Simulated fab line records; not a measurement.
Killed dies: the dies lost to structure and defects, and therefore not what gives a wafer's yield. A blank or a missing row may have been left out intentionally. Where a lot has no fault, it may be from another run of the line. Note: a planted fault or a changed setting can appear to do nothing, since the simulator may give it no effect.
A struck lot beside a sound one -- flow n5 finfet -- 38 out of 1938 route steps
Sound: these wafers, L718.1, L718.3, L718.5. Wafers L709.2, L709.3, L709.4 were the ones struck. The cause is named last.
At each step with rows: each side's tool, then ch and its chambers, then its first start. Under that, the readings that differ: sound wafers -- struck wafers -- difference of the means -- sigmas: that difference in standard deviations of wafers without a fault.
alike: readings whose means differ by less than 2 such deviations, and words and numbers that are the same on both sides. not compared: withheld readings, readings that some wafer has no value for, bounds like >300 that may hide the same value, and numbers for which the record gives no deviation and whose values overlap.
A row with sigmas, a row that says differs or no value, or rows on one side alone: a step with any of these is where the two part. When numbers do not overlap yet have no deviation, they are printed without sigmas and do not part them. Lack of a reading on every wafer of one side parts them only where that side has two or more wafers.

first, 9 steps without rows for these wafers: N5_BEOL_M4_ANNEAL_95 (time 240 s); N5_BEOL_M4_SPUTTER_96 (material Cu, target thk 4.5 nm, time 8.29 s); N5_BEOL_M4_ECD_50 (material Cu, target thk 300 nm); N5_BEOL_M4_ANNEAL_51 (time 90 s); N5_BEOL_M4_CMP_52 (polishes, stops on SiOC, t overpolish 6.8 s, target thk 40 nm); N5_BEOL_M4_PRE_CLEAN_60 (time 15 s); N5_BEOL_M4_CO_CAP_55 (material Co, precursor CCTBA/H2, target thk 2 nm, time 102.1 s); N5_BEOL_M4_PRE_CLEAN_56 (time 15 s); N5_BEOL_M4_DEP_57 (deposits SiCN from 3MS/NH3, target thk 8 nm, time 14 s).
N5_BEOL_M4_RC_MEAS_101:
  sound on prober-02 ch 0, day 13 22:41; struck on prober-02 ch 0, day 11 17:29
  alike: DIBL_N, DIBL_P, IOFF_N, IOFF_P, ION_N, ION_P, SS_N, SS_P, VT_N, VT_P
then, 24 steps without rows for these wafers: N5_BEOL_M5_ILD_DEP_00 (deposits SiCOH lowk from DEMS/porogen, target thk 140.64 nm, time 25.9 s); N5_BEOL_M5_CURE_79 (cures SiCOH lowk, time 240 s); N5_BEOL_M5_PECVD_70 (deposits SiO2 from TEOS/O2, target thk 16 nm, time 18 s); N5_BEOL_M5_HM_DEP_02 (deposits TiN, target thk 20 nm); N5_BEOL_M5_COAT_59 (time 60 s, resist thk 60 nm); N5_BEOL_M5_COAT_60 (time 60 s, resist thk 12 nm); N5_BEOL_M5_COAT_71 (time 60 s, resist thk 5 nm); N5_BEOL_M5_COAT_05 (resist thk 30 nm); N5_BEOL_M5_EBR_07; N5_BEOL_M5_SOFTBAKE_06 (time 60 s); N5_BEOL_M5_EXPOSE_08 (exposes mask M5, target cd 28 nm); N5_BEOL_M5_PEB_09 (peb time 60 s); N5_BEOL_M5_DEVELOP_10 (develop time 30 s); N5_BEOL_M5_DESCUM_16 (chemistry O2, time 7 s); N5_BEOL_M5_ETCH_72 (etches underlayer in N2/H2, target depth 6.5 nm, time 5.2 s); N5_BEOL_M5_ETCH_61 (etches SiARC in CF4, target depth 15.6 nm, time 26 s); N5_BEOL_M5_ETCH_62 (etches SOC in N2/H2, target depth 75 nm, overetch 15 nm, time 112.5 s); N5_BEOL_M5_STRIP_63 (strips in N2/H2); N5_BEOL_M5_STRIP_73 (strips in N2/H2); N5_BEOL_M5_STRIP_64 (strips in CF4); N5_BEOL_M5_HM_OPEN_17 (chemistry Cl2/BCl3, target TiN, target depth 20 nm, overetch 6 nm); N5_BEOL_M5_STRIP_19 (strips in O2); N5_BEOL_M5_COAT_65 (time 60 s, resist thk 60 nm); N5_BEOL_M5_COAT_66 (time 60 s, resist thk 12 nm).
-- here the record skips 3 days between the struck wafers' starts before and after, leaving off in module BEOL_M5 and picking up in module BEOL_M13 (first step shown: number 1707 of the route) --
N5_BEOL_M13_SPUTTER_45: material Cu, target thk 80 nm, time 13.33 s.
  sound: pvd sputter-01 at day 16 23:18; struck: pvd sputter-03 at day 14 19:02
  no value came back on the struck wafers for bias v (V), cathode dc power W (W), throttle valve pct (%); on the sound wafers bias v (V) reads 60.1 59.8 60.8
N5_BEOL_M13_THK_MEAS_50: measures by xrf.
  sound: film metro-02 at day 17 00:10; struck: film metro-02 at day 14 20:00
reading,sound,struck,difference,sigmas
M13_THK (nm),427 422 420,- - -,no value on the struck wafers,
N5_BEOL_M13_RS_MEAS_54: measurement is done with a four-point probe.
  sound: film metro-01 at day 17 00:18; struck: film metro-01 at day 14 20:08
reading,sound,struck,difference,sigmas
M13_RS (ohm/sq),0.0450 0.0457 0.0460,59.485 58.353 58.829,+58.843,+99 or more
N5_PASSIVATION_PROBE_49:
  rows exist in the record for the struck wafers here (prober-01, day 15 20:22), but not for the sound ones

WHERE THEY PART
At N5_BEOL_M13_SPUTTER_45 first; at N5_PASSIVATION_PROBE_49 last (within this record only).

WHY: the cause the simulator had injected
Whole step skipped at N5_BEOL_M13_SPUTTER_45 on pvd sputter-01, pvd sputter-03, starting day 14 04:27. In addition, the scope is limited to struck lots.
